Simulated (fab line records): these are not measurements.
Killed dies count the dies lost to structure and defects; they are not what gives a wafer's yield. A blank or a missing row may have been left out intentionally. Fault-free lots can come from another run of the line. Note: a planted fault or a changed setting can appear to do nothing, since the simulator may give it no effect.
fab line records	flow nand_harc
record: lots: 6	wafers: 18	last_day: 33
route steps=1302 shown A_M0@1148 A_M1@1169 END@1302
lots with no fault: from the same line, run without faults
start_h: hours from the record's opening day to when the first of the lot's shown wafers began	wait_h: hours since the lot's step before	" the same as in the row above	L1.1+2: one row covering several wafers at once	- value missing, or start not given	* or withheld: withheld	< > ~ a bound
route shown NAME@n: a module of which the file shows steps, and the number in the route of the first	usual: mean/standard deviation of fault-free wafers	same: alike in all rows	chamber/n: place in a boat	sites: per-site readings	_std_site: standard deviation of those values	_edge_site: inner sites' mean taken away from outer sites' mean	radius_mm: for every site, how far away it sits from the centre of the wafer	mask NAME#n: copy n	behind: the most recent tool/chamber to have shaped the wafer	hold: the reason the lot was held/the length of the hold in hours/how it ended	device: transistor that didn't switch, given as n, p or np	end of line: tests of these same wafers at the route's end	a step given without rows: its recipe and nothing more	killed: not the wafer's yield, but the dies lost to structure and defects at the first sort	map: a wafer's dies, marking killed ones x, the rest . and places with no die _
set.NAME: the run value of the setting; set.NAME@STEP: its run value at that earlier step	model.NAME: the simulator's own value behind a step, which no gauge read
lots at selected steps of the route; one table per step, one row per wafer
services: from which hour (start_h, from the record's first day; less than 0 if before it) a tool's chamber was out of use, for how many hours, and why
== steps ==
step: NHARC_A_M0_OVL_MEAS_10
recipe: pitch_nm: 160
usual: overlay_x_nm: 0.0/0.51	overlay_y_nm: 0.0/0.76
lot.wafer	tool	chamber	start_h	wait_h	overlay_x_nm	overlay_y_nm
L515.4	overlay-02	-	537.84	-	-0.8	0.2
L515.5	"	-	"	"	-0.3	0.2
L515.6	"	-	"	"	-0.5	0.5
L525.1	overlay-01	-	651.47	-	0.9	-0.9
L525.2	"	-	"	"	0.2	-0.8
L525.6	"	-	"	"	0.3	-1.3
L527.1	overlay-02	-	668.22	-	-0.4	1.0
L527.2	"	-	"	"	-0.4	1.0
L527.4	"	-	"	"	-0.4	0.6
L532.3	overlay-01	-	698.76	-	0.4	-1.5
L532.5	"	-	"	"	0.4	-0.5
L532.6	"	-	"	"	-0.1	-1.0
L536.1	overlay-02	-	731.30	-	0.9	-0.7
L536.5	"	-	"	"	0.8	-1.2
L536.6	"	-	"	"	0.6	-1.0
L535.1	overlay-01	-	739.20	-	0.9	-0.4
L535.4	"	-	"	"	0.2	-1.1
L535.5	"	-	"	"	0.2	-0.7
step: NHARC_A_M0_INSPECT_11
usual: raw_defect_count: 88/48
lot.wafer	tool	chamber	start_h	wait_h	raw_defect_count
L515.4	defect_inspect-02	-	537.88	0.0	144
L515.5	"	-	"	"	148
L515.6	"	-	"	"	168
L525.1	defect_inspect-01	-	651.50	0.0	116
L525.2	"	-	"	"	104
L525.6	"	-	"	"	113
L527.1	defect_inspect-02	-	668.26	0.0	141
L527.2	"	-	"	"	141
L527.4	"	-	"	"	160
L532.3	defect_inspect-02	-	698.80	0.0	33
L532.5	"	-	"	"	32
L532.6	"	-	"	"	47
L536.1	defect_inspect-02	-	731.34	0.0	67
L536.5	"	-	"	"	63
L536.6	"	-	"	"	58
L535.1	defect_inspect-02	-	739.23	0.0	38
L535.4	"	-	"	"	49
L535.5	"	-	"	"	43
step: NHARC_A_M0_DESCUM_14
recipe: time_s: 3	o2_flow_sccm: 200	ar_flow_sccm: 0	bias_power_w: 0	chemistry: O2
step: NHARC_A_M0_ETCH_34
recipe: target_depth_a: 400	overetch_a: 120	time_s: 43.94	ion_energy_ev: 200	n2_flow_sccm: 150	h2_flow_sccm: 150	ar_flow_sccm: 0	rf_w: 400	bias_w: 150	chemistry: N2/H2
usual: drypump_motor_current_A: 5.6/0.39	h2_flow_sccm: 150.0/0.42	oes_product_au: 1.000/0.015	rf_vpp_V: 431.3/2.1	showerhead_plenum_p_Torr: 2.06/0.075	throttle_valve_pct: 14.172/0.0097
lot.wafer	tool	chamber	start_h	wait_h	drypump_motor_current_A	h2_flow_sccm	oes_product_au	rf_hours_counter_h	rf_vpp_V	showerhead_plenum_p_Torr	throttle_valve_pct
L515.4	rie_diel-06	0	538.11	0.1	5.3	150.4	0.998	-	431.9	2.05	14.173
L515.5	"	1	"	"	5.9	149.6	1.014	-	430.1	2.11	14.158
L515.6	"	0	"	"	5.3	150.1	1.002	-	430.6	2.05	14.188
L525.2	rie_diel-04	2	651.65	0.1	5.2	150.0	0.993	4.6	431.7	2.07	14.169
L525.1	"	3	"	"	6.3	149.9	1.023	5.9	429.5	2.00	14.175
L525.6	"	3	"	"	6.3	150.6	1.028	-	429.6	2.00	14.161
L527.2	rie_diel-05	2	668.41	0.1	5.2	149.7	0.992	3.3	433.2	2.17	14.173
L527.1	"	3	"	"	5.4	148.8	1.000	3.4	429.5	2.02	14.195
L527.4	"	0	"	"	6.2	150.0	0.984	3.3	433.7	2.14	14.157
L532.3	rie_diel-04	3	698.96	0.1	6.2	149.7	1.033	9.1	428.5	2.00	14.178
L532.6	"	1	"	"	6.0	150.3	1.008	-	429.7	2.01	14.161
L532.5	"	2	"	"	5.2	150.2	1.002	-	432.5	2.06	14.188
L536.1	rie_diel-05	1	731.49	0.1	5.3	149.6	0.998	7.0	433.5	2.17	14.177
L536.5	"	0	"	"	6.2	150.3	0.989	-	432.5	2.14	14.159
L536.6	"	1	"	"	5.3	150.2	0.987	-	433.7	2.17	14.191
L535.4	rie_diel-06	3	739.39	0.1	5.5	150.3	0.976	3.0	432.1	2.08	14.183
L535.1	"	0	"	"	5.3	150.0	0.976	2.9	430.9	2.04	14.170
L535.5	"	1	"	"	6.0	150.7	0.984	-	432.1	2.11	14.168
step: NHARC_A_M0_ETCH_15
recipe: target_depth_a: 1500	overetch_a: 150	time_s: 82.5	c4f8_flow_sccm: withheld	ar_flow_sccm: 400	rf_w: 600	bias_w: 300	chemistry: C4F8/Ar
step: NHARC_A_M0_CD_MEAS_16
usual: cd_nm: 80.6/1.1
lot.wafer	tool	chamber	start_h	wait_h	cd_nm
L515.4	cd_sem-02	-	538.37	0.1	78.9
L515.5	"	-	"	"	79.4
L515.6	"	-	"	"	80.6
L525.1	cd_sem-03	-	651.87	-	81.8
L525.2	"	-	"	"	80.4
L525.6	"	-	"	"	79.7
L527.1	cd_sem-01	-	668.62	-	79.7
L527.2	"	-	"	"	80.4
L527.4	"	-	"	"	80.3
L532.3	cd_sem-01	-	699.17	-	80.2
L532.5	"	-	"	"	80.6
L532.6	"	-	"	"	80.8
L536.1	cd_sem-02	-	731.70	-	79.2
L536.5	"	-	"	"	78.0
L536.6	"	-	"	"	80.4
L535.1	cd_sem-01	-	739.59	-	78.9
L535.4	"	-	"	"	80.7
L535.5	"	-	"	"	78.8
step: NHARC_A_M0_STRIP_18
recipe: power_w: 1000	n2_flow_sccm: 150	h2_flow_sccm: 150	ar_flow_sccm: 0	bias_w: 0	chemistry: N2/H2
usual: drypump_motor_current_A: 5.6/0.37	h2_flow_sccm: 150.0/0.47	oes_product_au: 0.998/0.016	rf_vpp_V: 90.8/0.84	showerhead_plenum_p_Torr: 2.07/0.072	throttle_valve_pct: 14.171/0.0094
lot.wafer	tool	chamber	start_h	wait_h	drypump_motor_current_A	h2_flow_sccm	oes_product_au	rf_hours_counter_h	rf_vpp_V	showerhead_plenum_p_Torr	throttle_valve_pct
L515.4	rie_diel-05	1	538.49	0.1	5.3	150.0	1.002	5.1	92.3	2.17	14.177
L515.5	"	3	"	"	5.3	150.1	1.016	-	90.7	2.02	14.169
L515.6	"	0	"	"	6.3	149.8	0.988	-	90.9	2.14	14.181
L525.2	rie_diel-05	1	651.94	0.1	5.3	150.3	0.978	2.7	90.2	2.17	14.169
L525.1	"	2	"	"	5.2	150.9	0.985	2.9	89.8	2.17	14.162
L525.6	"	2	"	"	5.2	149.9	0.975	-	91.5	2.17	14.162
L527.4	rie_diel-04	2	668.72	0.1	5.2	150.2	1.001	6.4	90.8	2.07	14.182
L527.1	"	3	"	"	6.2	150.3	1.030	7.2	90.0	2.00	14.192
L527.2	"	0	"	"	5.7	150.0	0.976	7.0	90.6	1.94	14.152
L532.3	rie_diel-06	3	699.24	0.1	5.5	150.4	0.968	1.2	89.1	2.08	14.166
L532.6	"	3	"	"	5.5	149.8	0.959	-	91.5	2.08	14.160
L532.5	"	0	"	"	5.3	150.2	0.974	-	90.3	2.04	14.155
L536.1	rie_diel-06	1	731.82	0.1	5.9	150.0	0.995	3.4	90.0	2.11	14.171
L536.6	"	3	"	"	5.5	150.1	0.975	-	91.1	2.08	14.172
L536.5	"	0	"	"	5.3	149.2	0.971	-	92.1	2.04	14.158
L535.1	rie_diel-06	1	739.69	0.1	6.0	150.4	0.997	3.7	90.9	2.11	14.163
L535.4	"	3	"	"	5.5	150.4	0.983	3.0	90.7	2.08	14.178
L535.5	"	1	"	"	5.9	150.3	0.987	-	90.8	2.11	14.187
step: NHARC_A_M0_STRIP_19
recipe: time_s: 600	temp_c: 30	chemistry: post_etch_residue_remover
step: NHARC_A_M0_DEGAS_28
recipe: temp_c: 250	time_s: 60
usual: heater_power_w: 335/28
lot.wafer	tool	chamber	start_h	wait_h	heater_power_w
L515.4	pvd_sputter-01	-	539.01	-	384
L515.6	"	-	"	"	354
L515.5	"	-	"	"	346
L525.1	pvd_sputter-02	-	652.49	-	348
L525.2	"	-	"	"	326
L525.6	"	-	"	"	325
L527.1	pvd_sputter-01	-	669.27	-	367
L527.4	"	-	"	"	374
L527.2	"	-	"	"	321
L532.3	pvd_sputter-01	-	699.79	-	376
L532.5	"	-	"	"	318
L532.6	"	-	"	"	366
L536.1	pvd_sputter-02	-	732.32	-	342
L536.5	"	-	"	"	338
L536.6	"	-	"	"	361
L535.4	pvd_sputter-02	-	740.22	-	330
L535.1	"	-	"	"	324
L535.5	"	-	"	"	356
step: NHARC_A_M0_PRE_CLEAN_29
recipe: time_s: 30	temp_c: 280	gas: H2/He
step: NHARC_A_M0_PVD_20
recipe: target_thk_a: 50	bias_v: 168.6	power_w: 15000	chamber_pressure_pa: 0.12	time_s: 8.06	substrate_temp_c: 50	material: TaN
usual: throttle_valve_pct: 30.4/0.88
lot.wafer	tool	chamber	start_h	wait_h	throttle_valve_pct
L515.4	pvd_sputter-01	-	-	-	31.9
L515.5	"	-	"	"	31.8
L515.6	"	-	"	"	30.7
L525.2	pvd_sputter-02	-	-	-	31.3
L525.1	"	-	"	"	30.2
L525.6	"	-	"	"	29.6
L527.1	pvd_sputter-01	-	-	-	32.4
L527.2	"	-	"	"	30.1
L527.4	"	-	"	"	29.9
L532.3	pvd_sputter-01	-	-	-	30.1
L532.5	"	-	"	"	29.9
L532.6	"	-	"	"	29.6
L536.1	pvd_sputter-02	-	-	-	30.2
L536.6	"	-	"	"	30.9
L536.5	"	-	"	"	29.6
L535.1	pvd_sputter-02	-	-	-	30.6
L535.4	"	-	"	"	31.5
L535.5	"	-	"	"	29.7
step: NHARC_A_M0_PVD_21
recipe: target_thk_a: 300	chamber_pressure_pa: 5	power_w: 5000	substrate_temp_c: 30	time_s: 20.49	material: Cu
step: NHARC_A_M0_ECD_22
recipe: target_thk_a: 4000	bath_temp_c: 25	material: Cu
lot.wafer	tool	chamber	start_h	wait_h
L515.4+5+6	ecd_cu-02	1,0,1	539.50	-
L525.2+1+6	ecd_cu-02	0,1,0	652.85	-
L527.2+1+4	ecd_cu-02	1,0,1	669.63	-
L532.3+6+5	ecd_cu-01	1,1,0	700.24	-
L536.1+6+5	ecd_cu-01	1,0,1	732.72	-
L535.1+4+5	ecd_cu-02	1,0,1	740.62	-
step: NHARC_A_M0_ANNEAL_30
recipe: temp_c: 225	time_s: 90
step: NHARC_A_M0_CMP_23
recipe: t_overpolish_s: 20	target_thk_nm: 113.75
step: NHARC_A_M0_THK_MEAS_24
recipe: thk_meas_gauge: xrf
usual: thk_nm: 114.5/1.4
lot.wafer	tool	chamber	start_h	wait_h	thk_nm
L515.4	film_metro-01	-	540.39	-	113.3
L515.5	"	-	"	"	111.4
L515.6	"	-	"	"	114.7
L525.1	film_metro-02	-	653.90	-	115.1
L525.2	"	-	"	"	112.9
L525.6	"	-	"	"	115.4
L527.1	film_metro-02	-	670.67	-	115.2
L527.2	"	-	"	"	114.3
L527.4	"	-	"	"	115.2
L532.3	film_metro-02	-	701.19	-	112.2
L532.5	"	-	"	"	113.4
L532.6	"	-	"	"	114.1
L536.1	film_metro-01	-	733.70	-	116.4
L536.5	"	-	"	"	113.3
L536.6	"	-	"	"	115.3
L535.1	film_metro-01	-	741.61	-	115.7
L535.4	"	-	"	"	112.9
L535.5	"	-	"	"	117.9
step: NHARC_A_M0_SRD_25
step: NHARC_A_M0_PRE_CLEAN_31
recipe: time_s: 12	temp_c: 370	rf_power_w: 300	gas: NH3
step: NHARC_A_M0_DEP_32
recipe: target_thk_a: 300	temp_c: 370	target_thk_nm: 30	pressure_torr: 3	flow_sccm: 200	rf_w: 450	material: SiCN
step: NHARC_A_M1_DEP_00
recipe: target_thk_a: 1825	target_thk_nm: 182.5	temp_c: withheld	pressure_torr: 5	flow_sccm: 200	rf_w: 600	material: SiOC
step: NHARC_A_M1_DEHYDRATE_01
recipe: temp_c: 150	time_s: 120
step: NHARC_A_M1_HMDS_02
recipe: time_s: 30
step: NHARC_A_M1_COAT_34
recipe: temp_c: 200	time_s: 65
step: NHARC_A_M1_COAT_03
recipe: spin_rpm: 1500	resist_thk_nm: 90
step: NHARC_A_M1_SOFTBAKE_04
recipe: temp_c: 105	time_s: 55
step: NHARC_A_M1_EBR_05
step: NHARC_A_M1_EXPOSE_06
recipe: na: 1.35	target_cd_nm: 120	dose_mj: 75.13	mask_id: A_M1
step: NHARC_A_M1_PEB_07
recipe: peb_temp_c: 100	peb_time_s: 65
step: NHARC_A_M1_DEVELOP_08
recipe: develop_time_s: 35	dev_temp_c: 23
step: NHARC_A_M1_CD_MEAS_09
recipe: target_cd_nm: 120	landing_energy_ev: 500
usual: cd_nm: 120.2/0.78
lot.wafer	tool	chamber	start_h	wait_h	cd_nm
L515.4	cd_sem-01	0	541.83	-	120.8
L515.5	"	0	"	"	121.3
L515.6	"	0	"	"	120.3
L525.1	cd_sem-01	0	655.33	-	120.7
L525.2	"	0	"	"	119.6
L525.6	"	0	"	"	121.1
L527.1	cd_sem-03	0	673.16	-	120.9
L527.2	"	0	"	"	121.1
L527.4	"	0	"	"	121.4
L532.3	cd_sem-02	0	702.75	-	119.1
L532.5	"	0	"	"	120.8
L532.6	"	0	"	"	118.8
L536.1	cd_sem-01	0	735.26	-	120.7
L536.5	"	0	"	"	120.8
L536.6	"	0	"	"	121.5
L535.1	cd_sem-03	0	743.03	-	120.0
L535.4	"	0	"	"	120.8
L535.5	"	0	"	"	120.4
step: NHARC_A_M1_OVL_MEAS_10
recipe: pitch_nm: 240
usual: overlay_x_nm: 0.1/0.8	overlay_y_nm: 0.0/1.1
lot.wafer	tool	chamber	start_h	wait_h	overlay_x_nm	overlay_y_nm
L515.4	overlay-02	-	541.91	-	-0.6	-1.4
L515.5	"	-	"	"	-0.3	-1.6
L515.6	"	-	"	"	-1.0	-1.0
L525.1	overlay-01	-	655.42	-	0.2	-0.3
L525.2	"	-	"	"	0.7	0.2
L525.6	"	-	"	"	0.7	0.3
L527.1	overlay-02	-	673.25	-	-0.3	-1.0
L527.2	"	-	"	"	-0.3	-1.0
L527.4	"	-	"	"	-0.4	-0.4
L532.3	overlay-01	-	702.83	-	-0.3	-0.2
L532.5	"	-	"	"	-0.4	-0.5
L532.6	"	-	"	"	0.1	-0.1
L536.1	overlay-01	-	735.34	-	1.7	-1.3
L536.5	"	-	"	"	1.3	-1.2
L536.6	"	-	"	"	1.8	-1.3
L535.1	overlay-01	-	743.13	-	0.8	0.8
L535.4	"	-	"	"	0.4	0.5
L535.5	"	-	"	"	0.3	-0.4
step: NHARC_A_M1_DESCUM_14
recipe: time_s: 3	o2_flow_sccm: 200	ar_flow_sccm: 0	bias_power_w: 0	chemistry: O2
step: NHARC_A_M1_ETCH_35
recipe: target_depth_a: 400	overetch_a: 120	time_s: 43.94	ion_energy_ev: 200	n2_flow_sccm: 150	h2_flow_sccm: 150	ar_flow_sccm: 0	rf_w: 400	bias_w: 150	chemistry: N2/H2
usual: drypump_motor_current_A: 5.9/0.48	h2_flow_sccm: 150.0/0.5	oes_product_au: 1.007/0.015	rf_vpp_V: 429.7/2.9	showerhead_plenum_p_Torr: 2.01/0.11	throttle_valve_pct: 14.170/0.0093
lot.wafer	tool	chamber	start_h	wait_h	drypump_motor_current_A	h2_flow_sccm	oes_product_au	rf_hours_counter_h	rf_vpp_V	showerhead_plenum_p_Torr	throttle_valve_pct
L515.4	rie_diel-07	3	542.10	0.1	6.2	149.6	1.009	3.7	434.4	2.16	14.152
L515.6	"	2	"	"	6.2	149.9	1.004	-	433.9	2.17	14.162
L515.5	"	3	"	"	6.2	150.1	1.011	-	433.9	2.16	14.166
L525.1	rie_diel-13	2	655.61	0.1	6.1	148.9	1.013	3.5	431.1	2.05	14.165
L525.2	"	0	"	"	5.8	150.7	1.017	3.5	429.7	2.03	14.164
L525.6	"	1	"	"	6.3	150.0	1.025	-	427.5	1.95	14.174
L527.1	rie_diel-08	2	673.44	0.1	5.4	149.5	1.014	8.0	434.6	2.19	14.171
L527.2	"	3	"	"	5.8	149.9	1.005	8.1	431.8	2.08	14.173
L527.4	"	0	"	"	5.1	150.4	1.005	7.3	428.6	1.97	14.185
L532.3	rie_diel-07	2	703.02	0.1	6.2	150.0	1.028	2.8	432.7	2.17	14.175
L532.5	"	0	"	"	6.0	150.4	1.025	-	427.2	1.89	14.175
L532.6	"	1	"	"	4.8	151.1	0.992	-	426.7	1.91	14.184
L536.1	rie_diel-13	0	735.54	0.1	5.8	149.8	0.997	1.0	429.3	2.02	14.173
L536.5	"	2	"	"	6.1	149.9	1.032	-	432.1	2.05	14.155
L536.6	"	3	"	"	6.5	150.6	0.980	-	426.4	1.90	14.190
L535.1	rie_diel-07	0	743.32	0.1	6.0	149.8	1.018	4.1	426.8	1.89	14.157
L535.4	"	1	"	"	4.8	149.8	0.993	4.3	427.3	1.91	14.161
L535.5	"	0	"	"	6.0	149.7	1.025	-	427.8	1.89	14.169
step: NHARC_A_M1_ETCH_15
recipe: target_depth_a: 1825	time_s: 91.2	c4f8_flow_sccm: withheld	ar_flow_sccm: 400	rf_w: 600	bias_w: 300	chemistry: C4F8/Ar
step: NHARC_A_M1_CD_MEAS_16
usual: cd_nm: 119.8/1.2
lot.wafer	tool	chamber	start_h	wait_h	cd_nm
L515.4	cd_sem-02	-	542.32	-	120.0
L515.5	"	-	"	"	120.1
L515.6	"	-	"	"	121.0
L525.1	cd_sem-03	-	655.82	-	119.9
L525.2	"	-	"	"	119.2
L525.6	"	-	"	"	119.9
L527.1	cd_sem-01	-	673.65	-	119.8
L527.2	"	-	"	"	119.8
L527.4	"	-	"	"	120.0
L532.3	cd_sem-02	-	703.23	-	119.4
L532.5	"	-	"	"	121.3
L532.6	"	-	"	"	119.0
L536.1	cd_sem-03	-	735.75	-	120.8
L536.5	"	-	"	"	120.7
L536.6	"	-	"	"	121.3
L535.1	cd_sem-02	-	743.53	-	120.5
L535.4	"	-	"	"	120.9
L535.5	"	-	"	"	120.2
step: NHARC_A_M1_STRIP_18
recipe: power_w: 1000	n2_flow_sccm: 150	h2_flow_sccm: 150	ar_flow_sccm: 0	bias_w: 0	chemistry: N2/H2
step: NHARC_A_M1_ETCH_28
recipe: target_depth_a: 300	over_etch_frac: 0.3	time_s: 72.99	ion_energy_ev: 150	cf4_flow_sccm: 50	n2_flow_sccm: 100	ar_flow_sccm: 150	rf_w: 300	bias_w: 100	chemistry: CF4/N2
step: NHARC_A_M1_STRIP_19
recipe: time_s: 600	temp_c: 30	chemistry: post_etch_residue_remover
step: NHARC_A_M1_DEGAS_29
recipe: temp_c: 250	time_s: 60
step: NHARC_END_SORT_01
recipe: temp_c: 25
usual: defect_limited_yield: 90/3.8	killed_at_array: 61/26	killed_at_other: 0.8/1.1	killed_at_periphery: 4.0/2.6	killed_dies: 66/26	killed_open: 3.1/1.7	killed_short: 2.5/1.5
same: gross_dies: 677
lot.wafer	tool	chamber	start_h	wait_h	defect_limited_yield[%]	killed_at_array	killed_at_other	killed_at_periphery	killed_dies	killed_open	killed_short
L527.1	prober-02	0	710.61	2.5	34	443	0	5	448	4	0
L525.2	prober-02	0	719.19	2.8	38	419	0	4	423	4	3
L525.6	prober-02	0	722.38	4.0	35	440	0	2	442	0	3
killed by level:class
L527.1 A_M0:unspecified=375 A_SLIT:chamber_film_flake=25 A_CHANNEL_HOLE_D1:chamber_film_flake=17 A_CHANNEL_HOLE_D2:chamber_film_flake=10 A_CONTACT:chamber_film_flake=8 A_SGD_CUT:chamber_film_flake=3 P_M0:geometric_particle:open=2 P_M0:chamber_film_flake=2
L525.2 A_M0:unspecified=374 A_SLIT:chamber_film_flake=21 A_CHANNEL_HOLE_D2:chamber_film_flake=7 A_CONTACT:chamber_film_flake=6 A_CHANNEL_HOLE_D1:chamber_film_flake=2 A_SGD_CUT:chamber_film_flake=2 P_GATE:geometric_particle:short=1 P_CONTACT:geometric_particle:open=1
L525.6 A_M0:unspecified=404 A_SLIT:chamber_film_flake=18 A_CHANNEL_HOLE_D2:chamber_film_flake=6 A_CHANNEL_HOLE_D1:chamber_film_flake=3 A_STAIRCASE:chamber_film_flake=2 A_SGD_CUT:chamber_film_flake=2 A_CONTACT:chamber_film_flake=2 P_M0:geometric_particle:short=1
map L525.6 (x killed, . not)
____________x____________
_________.xxxx.._________
_______.x.x.x..xxx_______
______x......x.x..x______
_____x.x.x.xx...xxx._____
____x.x.x.x.xxxxxx...____
____xx.xx...x.xx.xx..____
___x.x..xx.x..xx.x.xxx___
___.x...xxxx.xx....xxx___
__x..x.xxxxx..xxxx.xxxx__
__xxxxxxxxx.x.xxx.xxxxx__
_xxx.x.xxxxx.xx.xxxxxx.._
_.x.x...xxxxxxx.x..x..xx_
_x.xx.xxxxxx..xxx.xx.xxx_
_x.x.....xxxxxxxxx.xxxx._
_xxxx.xx.xxxx.x.xxxxx..x_
x..xx.xx...xxxxxxxx.xxx.x
x.x..xxx.xxxxxxxxxxxxxx.x
xxxxxx.x.x.xxx.xxxxx..x.x
.....xxxxxxxxxxxxxxxx...x
xxxxx.x.xx..x.xxxxxx..x..
_.xxxxxxxxxxx.xxxxx.x.xx_
_.xxxx.xx.x.....xx.x.xxx_
_..x.x..xxxxxx.xxx.x...x_
_xxx..xx.xxxxxx..xx..x.x_
_.xxx.xxxxxx..xx.xx.xx.x_
__x.xx.xxxxx.xx.xx..xxx__
__.x.xxx..xxxx.xxx.xxxx__
___xx.xxxxxx.xx.xx.xx.___
___xxxx...xx.xxx.x.xx.___
____.x.xxxx.x...xx...____
____.xxxx.x.x.xxxx.xx____
_____.x.xxx...x.xxxx_____
______xxxx.x......x______
_______.xxx.xx.x.._______
_________.xx.xxx_________
____________x____________
map L527.1 (x killed, . not)
____________.____________
_________xxxxxx._________
_______.xxxxxxx.x._______
______.xx.xx.x..x..______
_____.xx....xxx.xx.._____
____..xxxxxxxx...xx.x____
____.xxx.xxxxxx...xxx____
___xx.xxxxx..xxx.x.xxx___
___.x.x.xx.xx..xxxxx..___
__xxxxxx.xxx.xxxx.xxxxx__
__xx...xxxx.xxxx.xxxxxx__
_x.xxxxxx..x.x.x.xx.xxxx_
_x.x..xxxxxxxxxxxx.x..xx_
_x.x.x..xxxx..xxxxx..xxx_
_.x..xxxx..xx.xxx..x.xxx_
_xx......x.x..x.xx...x.x_
.xxxx.....x.xxxxxxx.xx.xx
.xxxxxxxx.x.x.xxxxxxxx.xx
.x...x...xxx.xxxxxxxxx...
.xx.x.x.x.x.xxxxxxx.x....
xx...xxxx..xxxxxxxx.x.xx.
_x.x..xx.....xxxxxx.xx.x_
_xx.xxx..xx..xxxxxxxxx.x_
_xx.xxxxx..xxxxxxxx.xxx._
_.xxx......xxxxxxxx.xxxx_
_.xxxx.x.x..xxxxxxx..x.._
__xx.xxx..x.xxxxx.xxxxx__
__.x.xx..xx.xxx.xxxxxx.__
___xxx.xx...xxxxxxxxx.___
___xxxx.xx..xxxx.xxxxx___
____xx.xx..xx.x.xx.xx____
____x.x.x...xx.xxxxxx____
_____...xxxx.xx.xx.._____
______xxxxx.xx.xx..______
_______xxx.xx..x.._______
_________.xxxxx._________
____________x____________
== services ==
tool	chamber	start_h	hours	kind
pvd_sputter-02	-	518.09	1.1	repair
rie_diel-06	-	521.13	2.3	repair
rie_diel-07	1	523.99	7.7	repair
rie_diel-06	3	526.54	23.5	repair
rie_diel-04	-	531.93	9.0	pm
rie_diel-06	2	532.32	9.6	repair
pvd_sputter-02	-	538.30	4.0	repair
ecd_cu-02	-	541.30	2.6	repair
rie_diel-06	0	549.14	9.2	repair
rie_diel-06	2	553.34	5.1	repair
rie_diel-07	0	560.61	4.9	repair
rie_diel-06	0	571.40	1.4	repair
rie_diel-06	-	575.32	0.7	repair
rie_diel-04	2	581.62	3.1	repair
pvd_sputter-01	-	582.03	10.0	pm
rie_diel-06	3	583.37	4.8	repair
rie_diel-05	-	583.60	9.0	pm
pvd_sputter-02	-	588.24	1.4	repair
ecd_cu-02	-	596.03	8.0	pm
ecd_cu-02	-	612.09	2.1	repair
pvd_sputter-02	-	638.01	10.0	pm
rie_diel-06	-	661.20	9.0	pm
rie_diel-06	-	691.62	0.2	repair
rie_diel-06	-	695.71	0.8	repair
== key ==
first_sign: step: NHARC_END_SORT_01	reading: killed_at_array	direction: up	sigmas: 15	usual: 61	struck: 434
effect: step: NHARC_END_SORT_01	reading: defect_limited_yield	direction: down	sigmas: 14	usual: 90	struck: 35
more_kills_born_at: NHARC_A_M0_ECD_22@ecd_cu-02: 1153
met_at NHARC_A_M0_ECD_22
struck_wafers L525.2,L525.6,L527.1
onset_between 539.50 652.85
fault: kind: chamber_particle_source	tool: ecd_cu-02	chamber: 0	onset_h: 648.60	steps: NHARC_A_M0_ECD_22	rate_per_visit_cm2: 0.94455	end_h: 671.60
